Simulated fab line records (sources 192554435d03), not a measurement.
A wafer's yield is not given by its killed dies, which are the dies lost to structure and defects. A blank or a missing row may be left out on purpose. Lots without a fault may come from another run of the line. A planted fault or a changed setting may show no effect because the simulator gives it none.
fab line records	flow n5_finfet
record: lots: 24	wafers: 72	last_day: 20
route steps=1938 shown SD_EPI_P@307 HKMG_FIN@389
lots that met no fault: taken from a fault-free run of the same line
start_h: start of the lot's first displayed wafer, in hours after the record's first day	wait_h: hours elapsed since this lot's preceding step	" the same as in the row above	L1.1+2: several wafers, shown together as one row	- no value present, or no start provided	* or withheld: withheld	< > ~ a bound
route shown NAME@n: a module of which the file shows steps, and the number in the route of the first	usual: average and standard deviation across the fault-free wafers	same: alike in all rows	chamber/n: place in a boat	sites: the reading at each site	_std_site: their standard deviation	_edge_site: the outer-site mean with the inner-site mean subtracted	radius_mm: how far each site lies from the wafer's centre	mask NAME#n: copy n	behind: the last tool/chamber to shape the wafer	hold: reason for holding the lot/hours on hold/outcome of the hold	device: the n, p or np transistor that did not switch	end of line: tests of these same wafers at the route's end	a step given without rows: its recipe and nothing more	killed: dies that structure and defects cost at the first sort, which is not the same as the wafer's yield	map: a wafer's dies, marking killed ones x, the rest . and places with no die _
set.NAME: the setting that was run; set.NAME@STEP: the one run at that earlier step	model.NAME: the simulator's own value behind a step, which no gauge read
one table for each step of the route and one row for each wafer, over a sample of lots
services: a tool's chamber out of use, with start hour (start_h, from the record's first day; less than 0 if before it), hours out, and reason
== steps ==
step: N5_SD_EPI_P_ETCH_36
recipe: chemistry: CF4	target: SiARC	target_depth_a: 455	mask_material: CAR-ArF-block	time_s: 75.8	ion_energy_ev: 80	pressure_mtorr: 40	source_w: 545	bias_w: 36	Ar_flow_sccm: 100	cf4_flow_sccm: 100	ends: cleared
usual: chamber_pressure_mTorr: 40.00/0.04	drypump_motor_current_A: 5.7/0.43	etch_rf_on_time_s: 76.0/1.4	oes_product_au: 0.69/0.085	rf_vpp_V: 183.9/1.2	showerhead_plenum_p_Torr: 2.13/0.071	throttle_valve_pct: 15.65/0.24
lot.wafer	tool	chamber	start_h	wait_h	chamber_pressure_mTorr	drypump_motor_current_A	etch_rf_on_time_s	oes_product_au	rf_hours_counter_h	rf_vpp_V	showerhead_plenum_p_Torr	throttle_valve_pct
L074.1	rie_diel-02	3	54.74	0.0	40.06	5.8	75.2	0.71	50	182.9	2.10	15.84
L074.3	"	2	"	"	39.94	6.0	76.0	0.67	123	183.9	2.24	15.65
L074.5	"	3	"	"	40.07	5.8	74.7	0.72	-	182.6	2.09	15.88
L075.2	rie_diel-02	3	62.21	0.0	40.04	5.8	73.5	0.73	53	181.9	2.09	15.84
L075.3	"	1	"	"	40.05	6.3	76.3	0.61	241	184.6	2.20	15.74
L075.6	"	0	"	"	40.02	5.7	76.1	0.59	-	182.4	2.11	15.83
L076.1	rie_diel-03	1	67.10	0.0	40.08	6.0	74.6	0.64	189	185.3	2.21	15.69
L076.2	"	3	"	"	39.97	5.5	78.7	0.57	236	182.9	2.03	15.81
L076.4	"	0	"	"	39.95	4.7	77.3	0.78	5	182.7	2.12	15.33
L077.2	rie_diel-06	0	73.00	0.0	40.02	5.2	75.8	0.58	238	183.5	2.12	15.78
L077.5	"	0	"	"	39.95	5.2	74.6	0.59	-	182.9	2.12	15.81
L077.6	"	3	"	"	40.03	5.4	75.1	0.61	-	184.9	2.14	15.85
L078.1	rie_diel-03	1	79.29	0.0	40.00	6.0	74.1	0.64	193	184.7	2.21	15.69
L078.4	"	3	"	"	40.07	5.5	78.8	0.57	240	182.6	2.03	15.81
L078.6	"	2	"	"	40.03	5.3	76.8	0.62	-	183.4	2.03	15.79
L079.1	rie_diel-02	3	86.55	0.0	40.00	5.8	73.3	0.72	61	183.7	2.09	15.87
L079.3	"	0	"	"	40.00	5.7	76.9	0.58	249	182.6	2.11	15.85
L079.5	"	2	"	"	40.02	6.0	74.5	0.67	-	185.3	2.24	15.67
L080.1	rie_diel-06	1	91.64	0.0	40.04	5.6	76.1	0.61	188	185.4	2.22	15.98
L080.3	"	3	"	"	40.02	5.4	75.8	0.61	179	183.3	2.14	15.85
L080.5	"	0	"	"	40.00	5.2	75.7	0.58	-	182.8	2.12	15.78
L081.2	rie_diel-03	3	96.30	0.0	40.00	5.5	78.5	0.57	246	182.1	2.03	15.80
L081.5	"	2	"	"	39.96	5.3	77.4	0.62	-	183.0	2.03	15.79
L081.6	"	3	"	"	40.00	5.5	78.5	0.57	-	183.5	2.03	15.81
L082.2	rie_diel-03	2	103.54	0.0	40.00	5.3	77.3	0.61	213	182.1	2.03	15.79
L082.3	"	3	"	"	40.04	5.5	78.2	0.57	248	182.2	2.02	15.82
L082.5	"	0	"	"	39.99	4.8	76.6	0.76	-	184.1	2.11	15.35
L083.3	rie_diel-03	0	107.72	0.0	39.95	4.8	76.9	0.75	19	181.5	2.11	15.35
L083.4	"	0	"	"	39.97	4.7	77.8	0.74	-	184.6	2.11	15.36
L083.5	"	2	"	"	40.05	5.3	78.5	0.61	-	181.5	2.03	15.82
L084.2	rie_diel-02	3	114.47	0.0	39.99	5.8	75.0	0.69	71	183.5	2.09	15.89
L084.4	"	2	"	"	39.96	6.0	76.1	0.66	-	184.4	2.24	15.69
L084.5	"	3	"	"	40.00	5.8	75.2	0.70	-	183.2	2.09	15.89
L085.2	rie_diel-02	1	119.23	0.0	39.96	6.4	76.0	0.81	6	183.1	2.19	15.28
L085.3	"	2	"	"	40.01	6.0	76.1	0.64	146	185.3	2.23	15.69
L085.4	"	0	"	"	40.00	5.7	74.7	0.86	0	185.7	2.11	15.36
L086.2	rie_diel-02	2	125.87	0.0	39.94	6.0	74.9	0.66	148	185.8	2.23	15.69
L086.3	"	3	"	"	40.04	5.8	74.1	0.69	75	182.8	2.09	15.91
L086.4	"	1	"	"	39.94	6.3	76.6	0.80	9	184.9	2.19	15.29
L087.1	rie_diel-02	3	131.25	0.0	40.01	5.8	73.9	0.69	77	184.5	2.09	15.89
L087.4	"	0	"	"	39.98	5.6	74.7	0.83	5	183.2	2.10	15.37
L087.6	"	2	"	"	39.97	6.0	74.8	0.65	-	185.1	2.23	15.69
L088.1	rie_diel-02	2	137.06	0.0	40.05	6.0	76.4	0.64	151	185.8	2.23	15.70
L088.2	"	0	"	"	39.96	5.6	75.3	0.82	7	184.0	2.10	15.36
L088.4	"	1	"	"	40.04	6.3	76.4	0.80	12	184.8	2.19	15.28
L089.2	rie_diel-03	2	145.36	0.0	39.99	5.3	77.5	0.61	228	183.1	2.03	15.82
L089.3	"	3	"	"	39.96	5.5	76.6	0.82	4	186.6	2.28	15.33
L089.5	"	2	"	"	39.95	5.3	77.3	0.61	-	182.5	2.03	15.81
L090.2	rie_diel-03	1	149.61	0.0	40.03	6.0	74.5	0.63	211	185.8	2.20	15.71
L090.3	"	3	"	"	40.00	5.5	77.0	0.81	5	186.9	2.28	15.34
L090.6	"	3	"	"	40.07	5.5	76.8	0.81	-	186.5	2.28	15.33
L091.1	rie_diel-02	0	156.39	0.0	40.03	5.6	75.2	0.82	11	183.2	2.10	15.39
L091.3	"	1	"	"	40.04	6.4	76.5	0.78	17	185.1	2.19	15.29
L091.6	"	1	"	"	39.99	6.3	77.1	0.78	-	183.5	2.19	15.32
L092.1	rie_diel-02	1	161.48	0.0	39.96	6.3	75.1	0.77	19	184.9	2.19	15.30
L092.2	"	3	"	"	40.01	5.8	74.6	0.68	84	182.7	2.08	15.93
L092.6	"	3	"	"	39.94	5.8	73.2	0.70	-	183.2	2.08	15.92
L093.3	rie_diel-06	0	168.43	0.0	40.02	5.2	74.3	0.82	7	183.8	2.11	15.35
L093.4	"	3	"	"	40.02	5.4	75.1	0.60	-	181.8	2.13	15.92
L093.5	"	0	"	"	39.96	5.2	74.0	0.83	-	183.6	2.11	15.33
L094.1	rie_diel-02	3	179.87	0.0	40.02	5.8	75.4	0.68	89	183.7	2.08	15.94
L094.2	"	0	"	"	39.99	5.6	74.8	0.81	17	183.9	2.10	15.39
L094.3	"	2	"	"	40.02	6.0	76.0	0.63	162	184.5	2.23	15.70
L095.4	rie_diel-02	0	185.97	0.0	39.92	5.6	74.6	0.79	20	185.1	2.10	15.40
L095.5	"	3	"	"	40.07	5.8	75.2	0.68	-	181.9	2.08	15.93
L095.6	"	2	"	"	40.05	6.0	75.4	0.64	-	184.7	2.23	15.71
L096.2	rie_diel-02	1	189.55	0.0	40.00	6.3	77.2	0.76	27	185.2	2.19	15.31
L096.3	"	3	"	"	39.91	5.8	75.6	0.68	91	183.1	2.08	15.92
L096.6	"	1	"	"	39.93	6.3	76.7	0.76	-	184.9	2.19	15.31
L097.1	rie_diel-02	2	190.91	0.0	40.05	6.0	75.3	0.64	167	184.3	2.23	15.74
L097.2	"	0	"	"	40.03	5.7	74.2	0.80	21	183.8	2.10	15.39
L097.5	"	0	"	"	39.95	5.7	74.6	0.79	-	185.2	2.10	15.40
step: N5_HKMG_FIN_ALD_75
recipe: material: Al2O3	target_thk_a: 10	temp_c: 150	ald_precursor_family: TMA	ald_co_reactant: H2O	pulse_time_s: withheld	co_reactant_pulse_time_s: 1
usual: heater_power_w: 152/18	precursor_pulse_height_rel: 0.999/0.02
lot.wafer	tool	chamber	start_h	wait_h	heater_power_w	precursor_pulse_height_rel
L074.1	ald_hk-03	1	71.28	0.0	141	1.043
L074.3	"	3	"	"	137	0.978
L074.5	"	0	"	"	140	0.981
L075.2	ald_hk-03	3	79.59	0.0	140	0.998
L075.3	"	0	"	"	135	0.996
L075.6	"	0	"	"	134	1.003
L076.1	ald_hk-02	1	84.47	0.0	178	0.986
L076.2	"	0	"	"	164	1.005
L076.4	"	2	"	"	145	1.026
L077.2	ald_hk-02	1	90.28	0.0	179	1.002
L077.5	"	0	"	"	165	0.999
L077.6	"	1	"	"	176	0.975
L078.1	ald_hk-01	3	95.76	0.0	139	1.014
L078.4	"	0	"	"	141	0.965
L078.6	"	0	"	"	152	1.007
L079.1	ald_hk-02	3	102.85	0.0	127	0.999
L079.3	"	2	"	"	143	0.969
L079.5	"	0	"	"	168	1.000
L080.1	ald_hk-02	0	108.99	0.0	164	1.033
L080.3	"	3	"	"	125	1.023
L080.5	"	3	"	"	122	0.986
L081.2	ald_hk-03	1	113.46	0.0	135	0.993
L081.5	"	2	"	"	158	0.968
L081.6	"	3	"	"	137	1.031
L082.2	ald_hk-01	1	119.97	0.0	159	0.991
L082.3	"	2	"	"	183	0.999
L082.5	"	2	"	"	181	0.996
L083.3	ald_hk-02	0	124.73	0.0	165	1.020
L083.4	"	1	"	"	181	1.010
L083.5	"	3	"	"	125	1.006
L084.2	ald_hk-01	2	130.92	0.0	179	0.980
L084.4	"	3	"	"	141	1.010
L084.5	"	0	"	"	149	1.019
L085.2	ald_hk-02	0	137.65	0.0	161	0.996
L085.3	"	2	"	"	147	1.009
L085.4	"	1	"	"	179	0.955
L086.2	ald_hk-02	1	143.70	0.0	180	1.025
L086.3	"	2	"	"	150	1.003
L086.4	"	3	"	"	126	0.992
L087.1	ald_hk-03	1	148.71	0.0	135	0.950
L087.4	"	3	"	"	138	0.998
L087.6	"	2	"	"	159	1.023
L088.1	ald_hk-01	1	155.62	0.1	161	0.988
L088.2	"	2	"	"	177	0.981
L088.4	"	0	"	"	150	1.007
L089.2	ald_hk-02	0	162.33	0.0	167	1.018
L089.3	"	2	"	"	151	0.967
L089.5	"	3	"	"	124	0.991
L090.2	ald_hk-03	1	166.27	0.0	136	0.994
L090.3	"	0	"	"	138	0.997
L090.6	"	3	"	"	136	1.042
L091.1	ald_hk-02	1	174.53	0.0	178	1.017
L091.3	"	3	"	"	126	0.987
L091.6	"	3	"	"	125	0.961
L092.1	ald_hk-02	1	177.89	0.0	181	0.989
L092.2	"	0	"	"	164	1.028
L092.6	"	1	"	"	175	0.997
L093.3	ald_hk-02	1	185.55	0.0	181	0.998
L093.4	"	3	"	"	124	1.033
L093.5	"	1	"	"	181	1.016
L094.1	ald_hk-03	2	204.17	0.0	162	1.028
L094.2	"	3	"	"	137	0.986
L094.3	"	0	"	"	138	0.982
L095.4	ald_hk-02	0	204.22	0.0	169	1.006
L095.5	"	0	"	"	166	0.995
L095.6	"	3	"	"	126	1.032
L096.2	ald_hk-03	3	214.23	0.0	136	0.989
L096.3	"	2	"	"	161	0.994
L096.6	"	2	"	"	163	1.012
L097.1	ald_hk-01	1	215.79	0.0	161	1.006
L097.2	"	3	"	"	140	0.979
L097.5	"	1	"	"	161	0.984
step: N5_HKMG_FIN_THK_MEAS_70
recipe: thk_meas_gauge: xrf	reads: HfO2_of_HKMG_FIN_HK_ALD_01
usual: HK_THK: 1.576/0.022
lot.wafer	tool	chamber	start_h	wait_h	HK_THK[nm]
L074.1	film_metro-02	-	74.31	0.2	1.600
L074.3	"	-	"	"	1.605
L074.5	"	-	"	"	1.594
L075.2	film_metro-02	-	82.56	0.2	1.621
L075.3	"	-	"	"	1.582
L075.6	"	-	"	"	1.572
L076.1	film_metro-02	-	87.37	0.2	1.590
L076.2	"	-	"	"	1.560
L076.4	"	-	"	"	1.567
L077.2	film_metro-02	-	93.24	0.2	1.586
L077.5	"	-	"	"	1.562
L077.6	"	-	"	"	1.593
L078.1	film_metro-01	-	98.79	0.2	1.567
L078.4	"	-	"	"	1.566
L078.6	"	-	"	"	1.547
L079.1	film_metro-02	-	105.82	0.2	1.527
L079.3	"	-	"	"	1.565
L079.5	"	-	"	"	1.593
L080.1	film_metro-02	-	111.82	0.2	1.539
L080.3	"	-	"	"	1.509
L080.5	"	-	"	"	1.590
L081.2	film_metro-02	-	116.42	0.2	1.604
L081.5	"	-	"	"	1.535
L081.6	"	-	"	"	1.594
L082.2	film_metro-01	-	122.93	0.2	1.551
L082.3	"	-	"	"	1.555
L082.5	"	-	"	"	1.561
L083.3	film_metro-02	-	127.69	0.2	1.576
L083.4	"	-	"	"	1.609
L083.5	"	-	"	"	1.607
L084.2	film_metro-02	-	133.88	0.2	1.587
L084.4	"	-	"	"	1.569
L084.5	"	-	"	"	1.548
L085.2	film_metro-01	-	140.82	0.2	1.583
L085.3	"	-	"	"	1.578
L085.4	"	-	"	"	1.592
L086.2	film_metro-02	-	146.87	0.2	1.569
L086.3	"	-	"	"	1.525
L086.4	"	-	"	"	1.554
L087.1	film_metro-01	-	152.05	0.2	1.589
L087.4	"	-	"	"	1.595
L087.6	"	-	"	"	1.577
L088.1	film_metro-01	-	158.74	0.2	1.592
L088.2	"	-	"	"	1.594
L088.4	"	-	"	"	1.567
L089.2	film_metro-02	-	165.29	0.2	1.591
L089.3	"	-	"	"	1.571
L089.5	"	-	"	"	1.568
L090.2	film_metro-02	-	169.34	0.2	1.588
L090.3	"	-	"	"	1.572
L090.6	"	-	"	"	1.612
L091.1	film_metro-02	-	177.57	0.2	1.578
L091.3	"	-	"	"	1.570
L091.6	"	-	"	"	1.533
L092.1	film_metro-02	-	181.24	0.2	1.611
L092.2	"	-	"	"	1.584
L092.6	"	-	"	"	1.592
L093.3	film_metro-02	-	188.60	0.2	1.544
L093.4	"	-	"	"	1.558
L093.5	"	-	"	"	1.577
L094.1	film_metro-01	-	207.08	0.2	1.563
L094.2	"	-	"	"	1.570
L094.3	"	-	"	"	1.556
L095.4	film_metro-02	-	207.54	0.2	1.563
L095.5	"	-	"	"	1.552
L095.6	"	-	"	"	1.543
L096.2	film_metro-02	-	217.92	0.2	1.565
L096.3	"	-	"	"	1.620
L096.6	"	-	"	"	1.613
L097.1	film_metro-01	-	218.93	0.2	1.556
L097.2	"	-	"	"	1.594
L097.5	"	-	"	"	1.567
step: N5_HKMG_FIN_CD_MEAS_12
recipe: target_cd_nm: 92.8	landing_energy_ev: 500	detector: se_inlens
usual: cd_nm: 92.9/0.49
lot.wafer	tool	chamber	start_h	wait_h	cd_nm
L074.1	cd_sem-03	0	75.18	-	93.4
L074.3	"	0	"	"	93.4
L074.5	"	0	"	"	93.4
L075.2	cd_sem-01	0	88.24	-	93.5
L075.3	"	0	"	"	93.8
L075.6	"	0	"	"	93.0
L076.1	cd_sem-03	0	88.28	-	93.5
L076.2	"	0	"	"	93.3
L076.4	"	0	"	"	93.6
L077.2	cd_sem-02	0	94.12	-	92.2
L077.5	"	0	"	"	92.3
L077.6	"	0	"	"	92.0
L078.1	cd_sem-02	0	99.66	-	93.1
L078.4	"	0	"	"	92.0
L078.6	"	0	"	"	92.4
L079.1	cd_sem-03	0	106.69	-	93.0
L079.3	"	0	"	"	93.2
L079.5	"	0	"	"	93.1
L080.1	cd_sem-03	0	112.57	-	92.8
L080.3	"	0	"	"	92.7
L080.5	"	0	"	"	93.4
L081.2	cd_sem-03	0	117.30	-	92.7
L081.5	"	0	"	"	92.8
L081.6	"	0	"	"	92.2
L082.2	cd_sem-02	0	123.68	-	92.9
L082.3	"	0	"	"	92.5
L082.5	"	0	"	"	91.7
L083.3	cd_sem-03	0	128.44	-	92.8
L083.4	"	0	"	"	93.0
L083.5	"	0	"	"	93.5
L084.2	cd_sem-02	0	134.75	-	92.7
L084.4	"	0	"	"	92.7
L084.5	"	0	"	"	92.5
L085.2	cd_sem-01	0	141.57	-	93.1
L085.3	"	0	"	"	92.6
L085.4	"	0	"	"	92.8
L086.2	cd_sem-03	0	147.75	-	92.7
L086.3	"	0	"	"	92.5
L086.4	"	0	"	"	92.9
L087.1	cd_sem-01	0	152.80	-	94.0
L087.4	"	0	"	"	92.5
L087.6	"	0	"	"	92.8
L088.1	cd_sem-01	0	159.49	-	93.0
L088.2	"	0	"	"	93.1
L088.4	"	0	"	"	92.1
L089.2	cd_sem-01	0	166.04	-	93.3
L089.3	"	0	"	"	92.9
L089.5	"	0	"	"	93.5
L090.2	cd_sem-02	0	170.09	-	92.5
L090.3	"	0	"	"	93.6
L090.6	"	0	"	"	92.3
L091.1	cd_sem-01	0	178.32	-	91.4
L091.3	"	0	"	"	91.7
L091.6	"	0	"	"	92.4
L092.1	cd_sem-01	0	182.12	-	93.3
L092.2	"	0	"	"	93.6
L092.6	"	0	"	"	93.0
L093.3	cd_sem-02	0	189.48	-	92.7
L093.4	"	0	"	"	92.9
L093.5	"	0	"	"	92.7
L094.1	cd_sem-03	0	207.96	-	93.3
L094.2	"	0	"	"	92.6
L094.3	"	0	"	"	92.5
L095.4	cd_sem-01	0	208.29	-	92.7
L095.5	"	0	"	"	92.9
L095.6	"	0	"	"	92.7
L096.2	cd_sem-02	0	218.67	-	92.4
L096.3	"	0	"	"	92.9
L096.6	"	0	"	"	92.6
L097.1	cd_sem-03	0	219.68	-	93.3
L097.2	"	0	"	"	93.8
L097.5	"	0	"	"	93.5
step: N5_HKMG_FIN_ETCH_35
recipe: chemistry: N2/H2	target: SOC	target_depth_a: 2158	ion_energy_ev: 65	bias_w: 5	source_w: 3000	time_s: 243.4	pressure_mtorr: 30	n2_flow_sccm: 200	h2_flow_sccm: 200
usual: chamber_pressure_mTorr: 29.998/0.027	drypump_motor_current_A: 5.8/0.51	oes_product_au: 0.78/0.076	rf_vpp_V: 141.6/0.96	showerhead_plenum_p_Torr: 2.56/0.059	throttle_valve_pct: 17.96/0.17
lot.wafer	tool	chamber	start_h	wait_h	chamber_pressure_mTorr	drypump_motor_current_A	oes_product_au	rf_hours_counter_h	rf_vpp_V	showerhead_plenum_p_Torr	throttle_valve_pct
L074.1	rie_diel-05	1	75.58	0.0	30.022	6.6	0.80	109	142.4	2.57	17.75
L074.3	"	0	"	"	29.977	5.7	0.86	40	140.8	2.70	17.93
L074.5	"	0	"	"	30.038	5.7	0.86	-	140.6	2.71	17.95
L075.2	rie_diel-04	1	88.63	0.0	30.003	6.2	0.70	226	140.4	2.51	17.98
L075.3	"	0	"	"	29.955	6.2	0.68	225	141.0	2.62	17.94
L075.6	"	3	"	"	29.983	5.5	0.67	-	142.4	2.61	18.15
L076.1	rie_diel-05	0	88.72	0.0	29.987	5.7	0.85	44	142.7	2.70	17.94
L076.2	"	1	"	"	29.984	6.6	0.81	114	141.7	2.56	17.76
L076.4	"	2	"	"	30.024	6.0	0.75	173	142.7	2.64	18.08
L077.2	rie_diel-05	3	94.57	0.0	29.993	6.0	0.86	65	142.0	2.47	17.91
L077.5	"	0	"	"	30.020	5.7	0.85	-	143.5	2.70	17.93
L077.6	"	1	"	"	29.975	6.6	0.80	-	141.3	2.56	17.77
L078.1	rie_diel-04	3	100.05	0.0	30.019	5.5	0.66	250	141.4	2.61	18.15
L078.4	"	0	"	"	29.948	6.2	0.68	227	142.3	2.62	17.95
L078.6	"	0	"	"	30.021	6.2	0.68	-	142.8	2.62	17.96
L079.1	rie_diel-04	2	107.08	0.0	30.012	5.6	0.73	154	141.9	2.54	18.13
L079.3	"	1	"	"	30.011	6.3	0.69	230	140.8	2.51	18.00
L079.5	"	1	"	"	29.993	6.2	0.69	-	141.8	2.51	17.98
L080.1	rie_diel-01	1	112.96	0.0	29.988	5.6	0.78	143	141.5	2.55	18.05
L080.3	"	3	"	"	29.976	5.2	0.80	102	141.5	2.57	18.11
L080.5	"	1	"	"	30.017	5.6	0.78	-	142.4	2.55	18.04
L081.2	rie_diel-01	3	117.69	0.0	29.993	5.2	0.79	103	141.7	2.57	18.13
L081.5	"	3	"	"	29.995	5.1	0.80	-	140.4	2.57	18.11
L081.6	"	0	"	"	29.966	6.5	0.89	-	142.0	2.49	17.74
L082.2	rie_diel-04	2	124.07	0.0	30.002	5.5	0.71	161	142.3	2.53	18.14
L082.3	"	0	"	"	29.972	6.2	0.68	236	142.6	2.61	17.96
L082.5	"	1	"	"	30.009	6.3	0.68	-	140.7	2.50	18.01
L083.3	rie_diel-01	0	128.83	0.0	29.950	6.5	0.88	33	139.9	2.49	17.73
L083.4	"	1	"	"	29.979	5.7	0.77	149	141.6	2.54	18.06
L083.5	"	1	"	"	29.992	5.7	0.78	-	141.9	2.54	18.05
L084.2	rie_diel-04	0	135.14	0.0	30.045	6.2	0.67	240	141.2	2.61	17.97
L084.4	"	1	"	"	29.988	6.2	0.67	241	141.5	2.50	18.00
L084.5	"	2	"	"	29.995	5.6	0.72	-	141.4	2.53	18.13
L085.2	rie_diel-01	0	142.53	0.0	30.034	6.5	0.88	39	141.1	2.49	17.75
L085.3	"	3	"	"	30.004	5.2	0.79	113	140.0	2.57	18.14
L085.4	"	1	"	"	30.026	5.7	0.77	155	142.0	2.54	18.07
L086.2	rie_diel-01	2	148.13	0.0	30.001	5.0	0.69	233	142.1	2.60	17.73
L086.3	"	0	"	"	30.000	6.5	0.89	42	140.3	2.49	17.74
L086.4	"	1	"	"	29.987	5.7	0.77	158	142.8	2.54	18.07
L087.1	rie_diel-01	2	153.76	0.0	30.020	5.0	0.70	236	142.2	2.60	17.75
L087.4	"	1	"	"	29.978	5.7	0.78	161	142.7	2.54	18.08
L087.6	"	1	"	"	30.033	5.6	0.77	-	142.2	2.54	18.08
L088.1	rie_diel-01	0	159.88	0.0	30.005	6.5	0.86	46	139.9	2.49	17.77
L088.2	"	2	"	"	29.990	5.0	0.69	238	144.0	2.60	17.75
L088.4	"	1	"	"	30.026	5.6	0.77	163	141.7	2.54	18.09
L089.2	rie_diel-01	1	166.59	0.0	29.955	5.7	0.77	164	142.1	2.54	18.09
L089.3	"	2	"	"	29.993	5.0	0.69	239	141.5	2.60	17.74
L089.5	"	0	"	"	29.982	6.5	0.86	-	141.8	2.49	17.75
L090.2	rie_diel-04	1	170.48	0.0	30.023	6.2	0.67	256	140.3	2.50	18.04
L090.3	"	3	"	"	29.997	5.5	0.94	16	142.2	2.61	17.77
L090.6	"	1	"	"	29.953	6.2	0.68	-	141.7	2.50	18.03
L091.1	rie_diel-01	1	179.28	0.0	29.952	5.7	0.75	168	140.3	2.54	18.10
L091.3	"	0	"	"	30.018	6.5	0.85	52	140.3	2.49	17.77
L091.6	"	3	"	"	30.007	5.2	0.77	-	140.6	2.56	18.15
L092.1	rie_diel-01	2	182.82	0.0	29.976	5.0	0.69	245	142.8	2.60	17.75
L092.2	"	1	"	"	29.981	5.7	0.76	169	140.4	2.54	18.07
L092.6	"	2	"	"	29.990	5.0	0.69	-	140.2	2.60	17.75
L093.3	rie_diel-05	3	189.87	0.0	29.949	6.0	0.81	94	139.8	2.45	17.95
L093.4	"	1	"	"	30.005	6.6	0.77	142	142.0	2.55	17.81
L093.5	"	3	"	"	30.003	6.0	0.80	-	141.8	2.45	17.96
L094.1	rie_diel-01	1	208.35	0.0	29.975	5.6	0.75	177	141.5	2.53	18.09
L094.2	"	0	"	"	29.961	6.5	0.85	60	140.2	2.48	17.77
L094.3	"	3	"	"	29.997	5.2	0.77	135	143.8	2.56	18.16
L095.4	rie_diel-05	1	208.68	0.0	30.024	6.6	0.78	146	143.0	2.55	17.82
L095.5	"	2	"	"	30.022	6.0	0.73	-	141.9	2.63	18.14
L095.6	"	1	"	"	29.947	6.6	0.78	-	142.8	2.55	17.82
L096.2	rie_diel-01	0	219.07	0.0	29.982	6.5	0.85	66	140.2	2.48	17.79
L096.3	"	3	"	"	30.023	5.2	0.76	142	141.9	2.56	18.18
L096.6	"	1	"	"	29.983	5.6	0.74	-	140.4	2.53	18.11
L097.1	rie_diel-04	1	220.29	0.0	30.048	6.2	0.97	4	139.2	2.49	17.58
L097.2	"	3	"	"	29.974	5.5	0.89	36	141.2	2.60	17.80
L097.5	"	3	"	"	30.033	5.5	0.89	-	142.7	2.60	17.80
step: N5_HKMG_FIN_NWFM_ALD_20
recipe: material: TiAlC	target_thk_a: 20	temp_c: 300	ald_precursor_family: TiCl4	ald_co_reactant: TEA	pulse_time_s: 3	purge_time_s: 2	co_reactant_purge_time_s: 2	co_reactant_pulse_time_s: 10	ald_cycles: 7	pressure_torr: 3
usual: heater_power_w: 495/47	precursor_pulse_height_rel: 1.002/0.019
same: co_reactant_pulse_time_s: 10
lot.wafer	tool	chamber	start_h	wait_h	heater_power_w	precursor_pulse_height_rel
L074.1	ald_metal-02	2	77.27	0.3	528	0.987
L074.3	"	0	"	"	526	0.985
L074.5	"	3	"	"	467	1.018
L075.2	ald_metal-02	3	90.28	0.3	484	1.029
L075.3	"	1	"	"	521	0.985
L075.6	"	0	"	"	520	1.009
L076.1	ald_metal-03	1	90.48	0.3	418	0.949
L076.2	"	0	"	"	562	1.004
L076.4	"	2	"	"	492	0.983
L077.2	ald_metal-02	0	96.31	0.3	522	1.006
L077.5	"	1	"	"	520	1.019
L077.6	"	2	"	"	517	0.990
L078.1	ald_metal-02	2	101.70	0.3	523	1.012
L078.4	"	0	"	"	522	0.998
L078.6	"	3	"	"	477	0.998
L079.1	ald_metal-02	1	108.73	0.3	523	0.993
L079.3	"	3	"	"	474	0.992
L079.5	"	0	"	"	521	0.986
L080.1	ald_metal-03	1	114.61	0.3	424	0.979
L080.3	"	0	"	"	567	0.987
L080.5	"	3	"	"	430	0.995
L081.2	ald_metal-01	0	119.39	0.3	546	0.968
L081.5	"	3	"	"	492	1.035
L081.6	"	0	"	"	570	1.006
L082.2	ald_metal-02	2	125.72	0.3	541	1.027
L082.3	"	0	"	"	535	0.991
L082.5	"	2	"	"	536	0.979
L083.3	ald_metal-03	2	130.48	0.1	484	0.983
L083.4	"	1	"	"	427	0.990
L083.5	"	3	"	"	430	1.012
L084.2	ald_metal-03	1	136.83	0.3	427	1.015
L084.4	"	0	"	"	563	1.008
L084.5	"	3	"	"	429	0.981
L085.2	ald_metal-01	1	144.18	0.3	394	1.012
L085.3	"	3	"	"	486	1.011
L085.4	"	2	"	"	499	0.970
L086.2	ald_metal-02	2	150.08	0.3	511	0.994
L086.3	"	0	"	"	517	0.994
L086.4	"	2	"	"	532	0.981
L087.1	ald_metal-02	3	155.43	0.3	475	1.001
L087.4	"	1	"	"	512	1.007
L087.6	"	3	"	"	474	1.004
L088.1	ald_metal-02	0	161.54	0.3	513	0.999
L088.2	"	1	"	"	506	1.004
L088.4	"	3	"	"	470	1.013
L089.2	ald_metal-02	0	168.45	0.3	520	0.997
L089.3	"	3	"	"	484	0.992
L089.5	"	1	"	"	521	0.985
L090.2	ald_metal-03	3	172.13	0.3	429	0.963
L090.3	"	0	"	"	580	0.963
L090.6	"	2	"	"	486	1.008
L091.1	ald_metal-03	2	181.00	0.3	487	1.012
L091.3	"	1	"	"	422	1.020
L091.6	"	1	"	"	426	1.019
L092.1	ald_metal-03	2	184.48	0.3	493	0.989
L092.2	"	1	"	"	426	1.003
L092.6	"	0	"	"	579	1.013
L093.3	ald_metal-03	0	200.47	0.1	571	1.031
L093.4	"	2	"	"	485	1.019
L093.5	"	3	"	"	420	0.994
L094.1	ald_metal-01	2	210.00	0.3	509	0.986
L094.2	"	1	"	"	403	1.044
L094.3	"	3	"	"	483	1.010
L095.4	ald_metal-02	2	210.34	0.1	531	0.973
L095.5	"	1	"	"	529	1.041
L095.6	"	2	"	"	531	1.033
L096.2	ald_metal-01	0	220.76	0.3	537	1.040
L096.3	"	3	"	"	485	1.002
L096.6	"	3	"	"	486	1.015
L097.1	ald_metal-02	1	221.95	0.3	522	0.964
L097.2	"	2	"	"	518	0.989
L097.5	"	0	"	"	523	1.000
== services ==
tool	chamber	start_h	hours	kind
rie_diel-01	-	31.91	2.8	pm
rie_diel-04	1	61.26	8.9	repair
ald_hk-03	-	83.48	1.0	repair
rie_diel-03	1	92.93	14.9	repair
ald_hk-01	-	97.28	14.6	pm
rie_diel-04	-	119.54	2.3	repair
ald_metal-02	2	127.61	13.4	repair
rie_diel-05	-	132.88	14.6	pm
ald_metal-02	1	137.33	14.8	repair
rie_diel-03	1	145.19	1.6	repair
ald_hk-02	-	157.55	2.0	repair
rie_diel-05	1	173.90	8.8	repair
rie_diel-04	1	176.16	8.1	repair
rie_diel-03	-	177.21	0.8	repair
ald_metal-02	-	179.38	14.6	pm
ald_hk-01	-	181.95	4.3	pm
rie_diel-01	0	182.28	1.9	repair
rie_diel-01	2	190.80	1.6	repair
ald_metal-02	-	193.98	2.8	pm
ald_metal-03	-	211.76	14.6	pm
rie_diel-02	2	214.00	6.4	repair
rie_diel-04	0	214.62	7.9	repair
rie_diel-02	1	219.30	40.8	repair
ald_hk-03	-	221.91	0.7	repair
== key ==
fault none
